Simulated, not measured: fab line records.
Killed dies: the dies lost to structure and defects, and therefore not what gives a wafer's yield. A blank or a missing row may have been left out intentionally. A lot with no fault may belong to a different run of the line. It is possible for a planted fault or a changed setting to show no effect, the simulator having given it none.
Which tool was responsible? || flow nand harc || 12 lots with 36 wafers sampled at 2 steps, on a route of 1302 steps

WHAT THE GAUGES SHOWED, per wafer
NHARC_P_M1_CD_MEAS_09: the cd target is 130 nm.
{"lot": "L633", "measured": "day 6 14:55", "on": "cd sem-03", "cd nm (nm)": "130.6 131.2 130.9"}
{"lot": "L635", "measured": "day 7 06:09", "on": "cd sem-02", "cd nm (nm)": "130.8 130.8 129.7"}
{"lot": "L637", "measured": "day 7 22:29", "on": "cd sem-02", "cd nm (nm)": "130.5 130.6 131.3"}
{"lot": "L638", "measured": "day 8 11:58", "on": "cd sem-03", "cd nm (nm)": "130.2 129.5 130.2"}
{"lot": "L639", "measured": "day 8 12:44", "on": "cd sem-01", "cd nm (nm)": "130.7 131.3 131.0"}
{"lot": "L640", "measured": "day 9 01:03", "on": "cd sem-03", "cd nm (nm)": "130.5 130.4 130.2"}
{"lot": "L642", "measured": "day 10 02:23", "on": "cd sem-03", "cd nm (nm)": "130.7 129.6 130.7"}
{"lot": "L647", "measured": "day 12 05:42", "on": "cd sem-03", "cd nm (nm)": "130.5 129.3 129.8"}
{"lot": "L650", "measured": "day 13 07:53", "on": "cd sem-02", "cd nm (nm)": "130.2 129.6 131.1"}
{"lot": "L651", "measured": "day 13 19:17", "on": "cd sem-02", "cd nm (nm)": "131.1 131.1 130.3"}
{"lot": "L653", "measured": "day 14 18:12", "on": "cd sem-02", "cd nm (nm)": "129.1 130.9 130.6"}
{"lot": "L654", "measured": "day 14 19:06", "on": "cd sem-01", "cd nm (nm)": "130.4 129.8 131.3"}

NHARC_P_M1_OVL_MEAS_10: pitch 260 nm.
{"lot": "L633", "measured": "day 6 15:00", "on": "overlay-02", "overlay x nm (nm)": "-1.3 -0.7 -1.1", "overlay y nm (nm)": "0.6 0.6 0.5"}
{"lot": "L635", "measured": "day 7 06:14", "on": "overlay-01", "overlay x nm (nm)": "0.0 0.0 0.4", "overlay y nm (nm)": "0.0 -0.2 -0.3"}
{"lot": "L637", "measured": "day 7 22:35", "on": "overlay-01", "overlay x nm (nm)": "0.4 0.4 0.0", "overlay y nm (nm)": "0.2 0.5 0.4"}
{"lot": "L638", "measured": "day 8 12:03", "on": "overlay-01", "overlay x nm (nm)": "-2.5 -3.1 -2.9", "overlay y nm (nm)": "-1.1 -1.1 -1.3"}
{"lot": "L639", "measured": "day 8 12:50", "on": "overlay-02", "overlay x nm (nm)": "-0.8 -0.2 -0.6", "overlay y nm (nm)": "1.6 1.3 1.3"}
{"lot": "L640", "measured": "day 9 01:08", "on": "overlay-01", "overlay x nm (nm)": "-0.1 0.3 0.1", "overlay y nm (nm)": "-0.8 0.5 -0.1"}
{"lot": "L642", "measured": "day 10 02:29", "on": "overlay-01", "overlay x nm (nm)": "0.7 0.4 0.6", "overlay y nm (nm)": "0.0 0.2 0.6"}
{"lot": "L647", "measured": "day 12 05:47", "on": "overlay-02", "overlay x nm (nm)": "0.6 0.3 0.5", "overlay y nm (nm)": "-0.6 -0.4 -1.0"}
{"lot": "L650", "measured": "day 13 07:59", "on": "overlay-01", "overlay x nm (nm)": "0.8 0.6 0.6", "overlay y nm (nm)": "1.3 1.2 1.1"}
{"lot": "L651", "measured": "day 13 19:22", "on": "overlay-02", "overlay x nm (nm)": "0.3 0.2 0.2", "overlay y nm (nm)": "0.2 0.6 0.9"}
{"lot": "L653", "measured": "day 14 18:17", "on": "overlay-02", "overlay x nm (nm)": "-0.9 -0.5 -0.8", "overlay y nm (nm)": "0.2 0.4 -0.2"}
{"lot": "L654", "measured": "day 14 19:11", "on": "overlay-01", "overlay x nm (nm)": "-1.9 -2.2 -2.1", "overlay y nm (nm)": "2.1 1.8 1.7"}

EACH LOT AND THE TOOL THAT RAN IT (in order: tool; ch and the chambers of the sampled wafers; start)
There is no process step in the record ahead of these readings.

WHAT THE TOOLS THEMSELVES READ (means of the sampled wafers that have a number; where no wafer has one, the mark that the record gives instead)
The record holds no such reading with a usual standard deviation.

THE ANSWER, worked out from the rows above alone
Rule: usual is defined by the lots themselves. The widest of any qualifying gaps counts: lots, ordered by their means at a reading, are off when they make up no more than a third of the lots, leave a main group of 4 or more, and stand apart from it by 3 or more times the standard deviation of that group's means. The tables above print the reading to a certain number of digits; a main group whose means all agree to those digits is not used. A lot without any number at a reading at which 4 lots or more have one is off too. All remaining lots with rows at the step are treated as sound. Order of review: gauges by route order, followed by the tools' own readings, for which a lot's mean as printed above is used. At the first step where some lot is off, the reading lying furthest off is the one used; lots without a number count as furthest.
No lot is off on any of the readings shown, so nothing can be concluded from this.

WHAT HAD BEEN PUT IN BY THE SIMULATOR
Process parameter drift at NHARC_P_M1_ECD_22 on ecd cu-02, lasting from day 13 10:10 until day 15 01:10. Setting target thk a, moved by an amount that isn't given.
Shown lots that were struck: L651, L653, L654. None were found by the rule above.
